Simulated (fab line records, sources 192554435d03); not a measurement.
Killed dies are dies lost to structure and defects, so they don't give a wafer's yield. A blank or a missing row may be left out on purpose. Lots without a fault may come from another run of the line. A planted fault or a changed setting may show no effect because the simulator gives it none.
fab line records | flow n5_finfet
record lots=6 wafers=18 last_day=18
route steps=1938 shown BEOL_M3@962 BEOL_M4@1111
lots that met no fault: from a run of the same line without faults
start_h: hours from the record's first day to the start of the lot's first wafer shown | wait_h: hours since the lot's step before | " the same as in the row above | L1.1+2: a row that stands for several wafers | - no value, or no start given | * or withheld: withheld | < > ~ a bound
route shown NAME@n: a module of which the file shows steps, and the number in the route of the first | usual: mean/standard deviation of fault-free wafers | same: alike in all rows | chamber/n: place in a boat | sites: the reading at each site | _std_site: their standard deviation | _edge_site: outer sites' mean less inner sites' | radius_mm: how far each site lies from the wafer's centre | mask NAME#n: copy n | behind: the tool/chamber that last shaped the wafer | hold: why the lot was held/for how many hours/how that ended | device: the transistor (n, p or np) that didn't switch | end of line: the same wafers' tests at the end of the route | a step without rows: its recipe alone | killed: dies lost to structure and defects at the first sort, not the wafer's yield | map: a wafer's dies, x killed, . not, _ none there
set.NAME: the setting as run; set.NAME@STEP: as run at that earlier step | model.NAME: the simulator's own value behind a step, which no gauge read
lots at some steps of the route; a table a step, a row a wafer
services: from which hour (start_h, from the record's first day; less than 0 if before it) a tool's chamber was out of use, for how many hours, and why
## steps
# step N5_BEOL_M3_SOFTBAKE_23
# recipe temp_c=110 time_s=60 resist=CAR-EUV
# step N5_BEOL_M3_EXPOSE_25
# recipe mask_id=V2 na=0.33 source_shape=quasar sigma_inner=0.2 sigma_outer=0.8 polarization=unpolarized defocus_nm=5 dose_mj=63
# step N5_BEOL_M3_PEB_26
# recipe peb_temp_c=100 peb_time_s=60 resist=CAR-EUV
# step N5_BEOL_M3_DEVELOP_27
# recipe develop_time_s=30 developer=TMAH resist=CAR-EUV rinse_liquid=surfactant_rinse dry=air_spin dev_temp_c=23
# step N5_BEOL_M3_CD_MEAS_28
# recipe target_cd_nm=25.7 landing_energy_ev=500 detector=se_inlens target_cd_y_nm=23.3 polarity=opening
# usual cd_nm=25.72/0.25
# columns lot.wafer tool chamber start_h wait_h cd_nm
L614.3 cd_sem-03 0 197.86 - 26.04
L614.4 " 0 " " 26.22
L614.6 " 0 " " 25.50
L617.1 cd_sem-03 0 210.22 - 25.52
L617.4 " 0 " " 25.67
L617.6 " 0 " " 25.47
L620.2 cd_sem-03 0 244.75 - 25.83
L620.4 " 0 " " 25.51
L620.6 " 0 " " 25.46
L623.3 cd_sem-02 0 254.08 - 25.71
L623.4 " 0 " " 25.75
L623.6 " 0 " " 25.20
L628.1 cd_sem-03 0 295.77 - 25.43
L628.4 " 0 " " 25.39
L628.5 " 0 " " 25.74
L629.2 cd_sem-03 0 303.82 - 25.92
L629.3 " 0 " " 26.10
L629.4 " 0 " " 25.62
# step N5_BEOL_M3_OVL_MEAS_29
# recipe points_per_wafer=522
# usual V2_OVL=-0.2/0.84
# same points_per_wafer=522
# columns lot.wafer tool chamber start_h wait_h V2_OVL[nm]
L614.3 overlay-02 0 197.90 0.0 -0.4
L614.4 " 0 " " -0.8
L614.6 " 0 " " -0.6
L617.1 overlay-02 0 210.25 0.0 1.0
L617.4 " 0 " " -0.1
L617.6 " 0 " " 0.5
L620.2 overlay-01 0 244.78 0.0 0.1
L620.4 " 0 " " -0.3
L620.6 " 0 " " -0.7
L623.3 overlay-02 0 254.12 0.0 -1.1
L623.4 " 0 " " 0.2
L623.6 " 0 " " 0.8
L628.1 overlay-02 0 295.80 0.0 -1.2
L628.4 " 0 " " -1.1
L628.5 " 0 " " 0.0
L629.2 overlay-01 0 303.85 0.0 -0.2
L629.3 " 0 " " -1.0
L629.4 " 0 " " 0.0
# step N5_BEOL_M3_INSPECT_30
# recipe mode=adi inspect_instrument=brightfield
# usual raw_defect_count=384/86
# columns lot.wafer tool chamber start_h wait_h raw_defect_count
L614.3 defect_inspect-01 - 197.95 0.0 405
L614.4 " - " " 411
L614.6 " - " " 497
L617.1 defect_inspect-02 - 210.30 0.1 429
L617.4 " - " " 405
L617.6 " - " " 412
L620.2 defect_inspect-01 - 244.84 0.0 326
L620.4 " - " " 257
L620.6 " - " " 352
L623.3 defect_inspect-02 - 254.16 0.0 328
L623.4 " - " " 317
L623.6 " - " " 283
L628.1 defect_inspect-01 - 295.86 0.1 245
L628.4 " - " " 356
L628.5 " - " " 270
L629.2 defect_inspect-01 - 303.91 0.0 499
L629.3 " - " " 438
L629.4 " - " " 274
# step N5_BEOL_M3_DESCUM_33
# recipe chemistry=O2 time_s=7 source_power_w=50 bias_power_w=20 pressure_mtorr=20 rf_frequency_hz=2.712e+07 temp_c=40 resist=CAR-EUV o2_flow_sccm=225
# usual drypump_motor_current_A=5.5/0.37 oes_product_au=0.76/0.071 rf_vpp_V=243.0/0.99 showerhead_plenum_p_Torr=2.10/0.055 temp_c=40.01/0.11 throttle_valve_pct=20.57/0.19
# columns lot.wafer tool chamber start_h wait_h drypump_motor_current_A oes_product_au rf_hours_counter_h rf_vpp_V showerhead_plenum_p_Torr temp_c throttle_valve_pct
L614.3 rie_diel-03 0 197.98 0.0 5.4 0.85 61 241.9 2.04 40.03 20.47
L614.4 " 3 " " 5.6 0.76 - 243.8 2.18 39.89 20.81
L614.6 " 0 " " 5.5 0.86 - 242.4 2.04 40.04 20.48
L617.1 rie_diel-03 0 210.34 0.0 5.5 0.85 66 242.4 2.04 40.12 20.47
L617.4 " 2 " " 5.1 1.00 2 243.8 2.14 39.79 20.07
L617.6 " 0 " " 5.5 0.86 - 242.7 2.04 39.99 20.49
L620.2 rie_diel-03 2 244.87 0.0 5.1 0.96 12 242.3 2.14 39.96 20.07
L620.4 " 1 " " 5.1 0.76 170 243.4 2.11 40.05 20.69
L620.6 " 3 " " 5.6 0.75 - 244.0 2.18 40.14 20.84
L623.3 rie_diel-04 0 254.20 0.0 6.1 0.71 209 243.1 2.08 40.01 20.53
L623.4 " 2 " " 6.6 0.67 - 239.8 1.97 40.15 20.44
L623.6 " 0 " " 6.2 0.71 - 242.7 2.08 40.26 20.53
L628.1 rie_diel-05 1 295.90 0.0 5.6 0.69 217 243.5 2.07 39.93 20.62
L628.4 " 2 " " 5.3 0.70 212 243.2 2.08 39.96 20.47
L628.5 " 0 " " 5.8 0.70 - 242.0 2.18 40.12 20.78
L629.2 rie_diel-03 1 303.94 0.0 5.1 0.74 187 242.1 2.10 40.04 20.71
L629.3 " 0 " " 5.5 0.83 93 243.2 2.03 40.00 20.51
L629.4 " 2 " " 5.1 0.93 29 243.6 2.13 40.08 20.10
# step N5_BEOL_M3_ETCH_77
# recipe chemistry=N2/H2 target=underlayer target_depth_a=65 mask_material=CAR-EUV time_s=5.2 ion_energy_ev=200 pressure_mtorr=30 source_w=840 bias_w=150 n2_flow_sccm=200 h2_flow_sccm=200 ends=cleared
# usual drypump_motor_current_A=5.5/0.37 etch_rf_on_time_s=5.22/0.16 oes_product_au=0.64/0.061 rf_vpp_V=524.0/2.1 showerhead_plenum_p_Torr=2.54/0.059 throttle_valve_pct=17.92/0.19
# columns lot.wafer tool chamber start_h wait_h drypump_motor_current_A etch_rf_on_time_s oes_product_au rf_hours_counter_h rf_vpp_V showerhead_plenum_p_Torr throttle_valve_pct
L614.3 rie_diel-03 0 198.02 0.0 5.5 5.21 0.72 61 524.1 2.48 17.84
L614.4 " 3 " " 5.6 5.00 0.65 - 526.4 2.64 18.08
L614.6 " 0 " " 5.5 5.28 0.72 - 521.7 2.48 17.84
L617.1 rie_diel-03 0 210.37 0.0 5.5 5.22 0.72 66 523.1 2.47 17.86
L617.4 " 2 " " 5.1 5.07 0.84 2 525.3 2.59 17.35
L617.6 " 0 " " 5.5 5.23 0.72 - 523.4 2.47 17.87
L620.2 rie_diel-03 2 244.90 0.0 5.1 5.11 0.81 12 526.5 2.59 17.40
L620.4 " 1 " " 5.1 5.25 0.64 170 525.2 2.52 17.86
L620.6 " 3 " " 5.6 5.05 0.64 - 526.4 2.63 18.11
L623.3 rie_diel-04 0 254.23 0.0 6.1 5.05 0.62 209 521.9 2.53 18.09
L623.4 " 2 " " 6.5 5.11 0.58 - 519.6 2.40 18.07
L623.6 " 0 " " 6.1 5.08 0.62 - 524.5 2.53 18.07
L628.1 rie_diel-05 1 295.93 0.0 5.5 5.63 0.57 217 525.0 2.53 18.06
L628.4 " 2 " " 5.3 5.40 0.59 212 523.6 2.51 17.77
L628.5 " 0 " " 5.8 5.18 0.60 - 526.4 2.61 17.94
L629.2 rie_diel-03 1 303.98 0.0 5.1 5.17 0.62 187 522.6 2.51 17.87
L629.3 " 0 " " 5.5 5.22 0.69 93 523.5 2.46 17.90
L629.4 " 2 " " 5.1 5.11 0.77 29 523.5 2.58 17.42
# step N5_BEOL_M3_ETCH_69
# recipe chemistry=CF4 target=SiARC target_depth_a=156 mask_material=CAR-EUV time_s=26 ion_energy_ev=80 pressure_mtorr=40 source_w=545 bias_w=36 Ar_flow_sccm=100 cf4_flow_sccm=100 ends=cleared
# usual drypump_motor_current_A=5.5/0.37 etch_rf_on_time_s=26.2/0.68 oes_product_au=0.64/0.06 rf_vpp_V=184.0/0.99 showerhead_plenum_p_Torr=2.14/0.05 throttle_valve_pct=15.69/0.18
# columns lot.wafer tool chamber start_h wait_h drypump_motor_current_A etch_rf_on_time_s oes_product_au rf_hours_counter_h rf_vpp_V showerhead_plenum_p_Torr throttle_valve_pct
L614.3 rie_diel-03 0 198.04 0.0 5.4 26.7 0.72 61 184.1 2.09 15.55
L614.4 " 3 " " 5.6 25.4 0.65 - 184.6 2.22 15.98
L614.6 " 0 " " 5.5 26.5 0.72 - 183.1 2.09 15.54
L617.1 rie_diel-03 0 210.39 0.0 5.5 26.8 0.71 66 183.7 2.09 15.54
L617.4 " 2 " " 5.1 25.7 0.84 2 184.9 2.20 15.21
L617.6 " 0 " " 5.5 26.5 0.71 - 185.0 2.09 15.55
L620.2 rie_diel-03 2 244.92 0.0 5.1 25.5 0.81 12 184.5 2.19 15.22
L620.4 " 1 " " 5.1 26.2 0.63 170 184.9 2.14 15.71
L620.6 " 3 " " 5.6 25.1 0.64 - 185.4 2.22 15.98
L623.3 rie_diel-04 0 254.25 0.0 6.1 25.2 0.63 209 183.5 2.13 15.74
L623.4 " 2 " " 6.5 25.6 0.57 - 183.9 2.03 15.66
L623.6 " 0 " " 6.2 25.4 0.62 - 183.8 2.13 15.73
L628.1 rie_diel-05 1 295.95 0.0 5.5 27.5 0.58 217 183.0 2.11 15.77
L628.4 " 2 " " 5.2 26.5 0.59 212 184.0 2.12 15.56
L628.5 " 0 " " 5.8 26.0 0.59 - 184.3 2.20 15.87
L629.2 rie_diel-03 1 303.99 0.0 5.1 26.1 0.62 187 184.0 2.14 15.75
L629.3 " 0 " " 5.5 26.2 0.69 93 183.2 2.08 15.60
L629.4 " 2 " " 5.1 25.8 0.77 29 185.5 2.19 15.25
# step N5_BEOL_M3_ALD_98
# recipe material=SiO2 target_thk_a=25 temp_c=100 ald_precursor_family=BDEAS ald_co_reactant=O2-plasma pulse_time_s=1 co_reactant_pulse_time_s=1 purge_time_s=2 co_reactant_purge_time_s=2 ald_cycles=17 pressure_torr=2
# usual heater_power_w=76.4/3 precursor_pulse_height_rel=1.001/0.019
# same ald_cycles=17 co_reactant_pulse_time_s=1
# columns lot.wafer tool chamber start_h wait_h heater_power_w precursor_pulse_height_rel
L614.3 ald_sin-01 1 198.12 0.1 74.2 0.980
L614.4 " 1 " " 73.5 1.018
L614.6 " 0 " " 77.2 0.983
L617.1 ald_sin-03 2 210.47 0.1 77.9 0.973
L617.4 " 1 " " 79.4 0.997
L617.6 " 2 " " 77.0 1.019
L620.2 ald_sin-03 0 245.00 0.1 79.0 1.014
L620.4 " 3 " " 75.3 1.012
L620.6 " 0 " " 78.2 1.021
L623.3 ald_sin-04 0 254.43 0.2 75.2 1.031
L623.4 " 2 " " 77.3 1.000
L623.6 " 1 " " 76.0 0.996
L628.1 ald_sin-03 0 296.04 0.1 75.6 0.987
L628.4 " 1 " " 79.1 0.993
L628.5 " 0 " " 78.1 1.018
L629.2 ald_sin-04 3 304.35 0.3 76.0 1.022
L629.3 " 1 " " 75.1 0.970
L629.4 " 0 " " 75.9 1.028
# step N5_BEOL_M3_ETCHBACK_99
# recipe chemistry=CHF3 target=SiO2 target_depth_a=50 time_s=10.4 source_w=215 bias_w=47 Ar_flow_sccm=200 CHF3_flow_sccm=12 ion_energy_ev=100 pressure_mtorr=30
# usual CHF3_flow_sccm=12.00/0.035 drypump_motor_current_A=5.6/0.47 oes_ar_750_au=0.76/0.071 oes_f_703_au=0.75/0.069 oes_product_au=0.76/0.076 rf_vpp_V=241/5 showerhead_plenum_p_Torr=2.15/0.057 throttle_valve_pct=17.15/0.19
# columns lot.wafer tool chamber start_h wait_h CHF3_flow_sccm drypump_motor_current_A oes_ar_750_au oes_f_703_au oes_product_au rf_hours_counter_h rf_vpp_V showerhead_plenum_p_Torr throttle_valve_pct
L614.3 rie_diel-03 1 200.02 1.9 11.98 5.1 0.74 0.73 0.75 158 245 2.15 17.08
L614.4 " 0 " " 11.97 5.5 0.84 0.83 0.85 - 241 2.10 17.02
L614.6 " 3 " " 12.04 5.6 0.75 0.75 0.77 - 249 2.24 17.43
L617.1 rie_diel-03 1 216.37 5.9 11.99 5.1 0.73 0.73 0.75 164 246 2.15 17.10
L617.4 " 3 " " 12.05 5.6 0.75 0.74 0.76 171 249 2.23 17.44
L617.6 " 0 " " 11.95 5.5 0.84 0.83 0.85 - 240 2.09 17.02
L623.3 rie_diel-03 2 256.96 2.5 12.00 5.1 0.91 0.89 0.94 15 242 2.20 16.72
L623.4 " 3 " " 11.97 5.6 0.74 0.73 0.75 182 250 2.23 17.45
L623.6 " 0 " " 11.99 5.4 0.82 0.82 0.84 - 240 2.09 17.04
L620.2 rie_diel-03 2 257.40 12.3 12.02 5.1 0.92 0.90 0.94 15 241 2.20 16.72
L620.4 " 1 " " 12.03 5.1 0.73 0.73 0.74 174 245 2.14 17.13
L620.6 " 3 " " 12.05 5.6 0.74 0.73 0.75 - 250 2.23 17.43
L628.1 rie_diel-04 1 301.79 5.7 11.99 5.5 0.75 0.75 0.74 150 234 2.14 17.38
L628.4 " 1 " " 11.98 5.6 0.76 0.76 0.74 - 233 2.15 17.39
L628.5 " 2 " " 11.99 6.5 0.94 0.94 0.95 - 247 2.31 16.68
L629.2 rie_diel-04 2 312.93 8.5 11.95 6.5 0.92 0.93 0.93 16 246 2.30 16.68
L629.3 " 0 " " 12.04 6.2 0.70 0.71 0.71 232 246 2.13 17.23
L629.4 " 3 " " 11.92 5.0 0.93 0.94 0.94 11 234 2.12 16.92
# step N5_BEOL_M3_ETCH_70
# recipe chemistry=N2/H2 target=SOC target_depth_a=800 overetch_a=160 mask_material=SiARC temp_c=40 time_s=120 ion_energy_ev=200 pressure_mtorr=30 source_w=840 bias_w=150 n2_flow_sccm=200 h2_flow_sccm=200
# usual drypump_motor_current_A=5.6/0.47 oes_product_au=0.58/0.055 rf_vpp_V=523.8/2.1 run_length_s=143.3/0.44 showerhead_plenum_p_Torr=2.53/0.068 temp_c=40.01/0.12 throttle_valve_pct=17.88/0.19
# columns lot.wafer tool chamber start_h wait_h drypump_motor_current_A oes_product_au rf_hours_counter_h rf_vpp_V run_length_s showerhead_plenum_p_Torr temp_c throttle_valve_pct model.SiARC_of_BEOL_M3_COAT_68.thk_nm
L614.3 rie_diel-03 1 200.05 0.0 5.1 0.58 158 523.1 143.0 2.52 40.09 17.80 6.4
L614.4 " 0 " " 5.4 0.65 - 523.6 143.3 2.48 39.96 17.82 6.4
L614.6 " 3 " " 5.6 0.57 - 527.2 143.2 2.64 39.84 18.04 6
L617.1 rie_diel-03 1 216.41 0.0 5.1 0.57 164 523.4 143.4 2.52 40.07 17.81 6.4
L617.4 " 3 " " 5.6 0.56 171 526.0 143.2 2.64 39.97 18.05 6
L617.6 " 0 " " 5.5 0.65 - 522.2 143.3 2.47 39.92 17.82 6.6
L623.3 rie_diel-03 2 257.00 0.0 5.1 0.65 15 525.2 167.5 2.59 40.03 17.36 5.2
L623.4 " 3 " " 5.6 0.52 182 527.6 166.5 2.63 40.15 18.07 5
L623.6 " 0 " " 5.5 0.63 - 521.4 143.5 2.47 39.93 17.86 6.6
L620.2 rie_diel-03 2 257.43 0.0 5.1 0.65 15 526.0 168.0 2.59 39.88 17.34 5.2
L620.4 " 1 " " 5.1 0.52 174 525.3 166.8 2.51 39.98 17.81 5.2
L620.6 " 3 " " 5.6 0.56 - 526.0 142.7 2.63 40.16 18.07 6
L628.1 rie_diel-04 1 301.83 0.0 5.5 0.58 150 522.5 143.0 2.53 40.11 18.13 6.8
L628.4 " 1 " " 5.5 0.58 - 525.1 143.2 2.53 39.91 18.14 6.8
L628.5 " 2 " " 6.5 0.72 - 529.1 143.7 2.72 40.05 17.55 6.2
L629.2 rie_diel-04 2 312.97 0.0 6.6 0.71 16 529.4 143.8 2.72 40.07 17.55 6.2
L629.3 " 0 " " 6.2 0.54 232 522.4 143.9 2.52 39.81 18.07 6
L629.4 " 3 " " 5.0 0.71 11 523.0 142.8 2.47 40.13 17.46 6.4
# step N5_BEOL_M3_STRIP_71
# recipe chemistry=N2/H2 temp_c=40 n2_flow_sccm=200 h2_flow_sccm=200 rf_frequency_hz=6e+07
# step N5_BEOL_M4_RC_MEAS_101
# usual DIBL_N=36.2/1.6 DIBL_P=36.1/2 IOFF_N=0.16/0.032 IOFF_P=0.22/0.036 ION_N=672/11 ION_P=463/7.5 SS_N=71.4/0.58 SS_P=73.2/0.67 VT_N=250/3.3 VT_P=-250/3.3
# columns lot.wafer tool chamber start_h wait_h DIBL_N[mV/V] DIBL_P[mV/V] IOFF_N[nA/um] IOFF_P[nA/um] ION_N[uA/um] ION_P[uA/um] SS_N[mV/dec] SS_P[mV/dec] VT_N[mV] VT_P[mV]
L614.3 prober-01 0 220.55 0.3 37.9 38.0 0.22 0.28 685 473 71.5 74.1 246 -244
L614.4 " 0 " " 35.3 35.0 0.17 0.23 680 467 70.9 72.8 246 -246
L614.6 " 0 " " 35.2 34.9 0.15 0.22 666 466 70.9 72.9 249 -247
L617.1 prober-01 0 237.90 0.0 36.6 37.0 0.17 0.26 681 470 71.9 73.4 249 -245
L617.4 " 0 " " 37.8 38.8 0.20 0.30 680 472 71.7 73.8 244 -244
L617.6 " 0 " " 37.1 37.5 0.19 0.28 683 477 72.1 72.7 246 -242
L623.3 prober-02 0 273.44 0.3 36.3 37.0 0.14 0.22 652 458 71.4 73.1 257 -250
L623.4 " 0 " " 37.3 38.3 0.16 0.23 672 457 71.6 73.0 253 -249
L623.6 " 0 " " 36.4 37.1 0.15 0.22 663 467 71.6 72.8 253 -250
L620.2 prober-01 0 278.87 0.2 35.7 36.7 0.15 0.19 663 456 71.6 73.6 251 -251
L620.4 " 0 " " 35.7 36.7 0.16 0.18 675 458 72.0 73.6 247 -253
L620.6 " 0 " " 33.9 34.9 0.13 0.16 666 456 70.8 72.7 251 -254
L628.1 prober-02 0 322.86 0.0 35.0 35.9 0.14 0.18 678 465 70.4 72.6 252 -251
L628.4 " 0 " " 35.1 36.2 0.13 0.18 679 464 71.2 72.8 251 -252
L628.5 " 0 " " 36.3 37.7 0.16 0.21 677 467 71.5 72.8 250 -253
L629.2 prober-02 0 340.00 0.2 36.9 38.3 0.17 0.23 675 469 71.6 73.0 249 -251
L629.3 " 0 " " 34.1 34.9 0.12 0.19 668 464 71.0 72.4 254 -252
L629.4 " 0 " " 34.5 35.5 0.14 0.19 671 463 71.1 72.4 250 -250
## services
# columns tool chamber start_h hours kind
ald_sin-01 - 176.75 14.0 pm
rie_diel-03 2 186.93 - clean
rie_diel-03 2 186.93 - consumable_replace:focus_ring
rie_diel-03 2 186.93 16.4 scheduled_down
rie_diel-03 2 186.93 16.4 vent_cycle
rie_diel-03 1 194.09 2.4 repair
ald_sin-01 2 197.06 3.2 repair
rie_diel-04 3 230.43 - clean
rie_diel-04 3 230.43 - consumable_replace:focus_ring
rie_diel-04 3 230.43 24.4 scheduled_down
rie_diel-04 3 230.43 24.4 vent_cycle
ald_sin-04 1 232.00 10.4 repair
ald_sin-03 - 237.07 0.9 repair
rie_diel-03 1 238.76 4.5 repair
ald_sin-04 3 238.99 12.5 repair
ald_sin-04 3 253.67 21.0 repair
rie_diel-04 2 254.91 - clean
rie_diel-04 2 254.91 - consumable_replace:focus_ring
rie_diel-04 2 254.91 - consumable_replace:showerhead
rie_diel-04 2 254.91 16.8 scheduled_down
rie_diel-04 2 254.91 16.8 vent_cycle
ald_sin-04 1 254.91 9.0 repair
ald_sin-03 2 275.70 5.3 repair
rie_diel-04 3 285.00 27.2 repair
## key
first_sign step=N5_BEOL_M3_ETCH_70 reading=run_length_s direction=up sigmas=55 usual=* struck=*
effect none on later readings
model_effect step=N5_BEOL_M3_ETCH_70 value=SiARC_of_BEOL_M3_COAT_68.thk_nm without=6.3 struck=5.15
met_at N5_BEOL_M3_ETCH_70
struck_wafers L620.2,L620.4,L623.3,L623.4
onset_between 216.41 257.00
fault kind=process_parameter_drift tool=rie_diel-03 chamber=- onset_h=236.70 steps=N5_BEOL_M3_ETCH_70 channel=time_s offset=* shape=step end_h=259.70 scope=struck_wafers_only acts_in=* stated=*
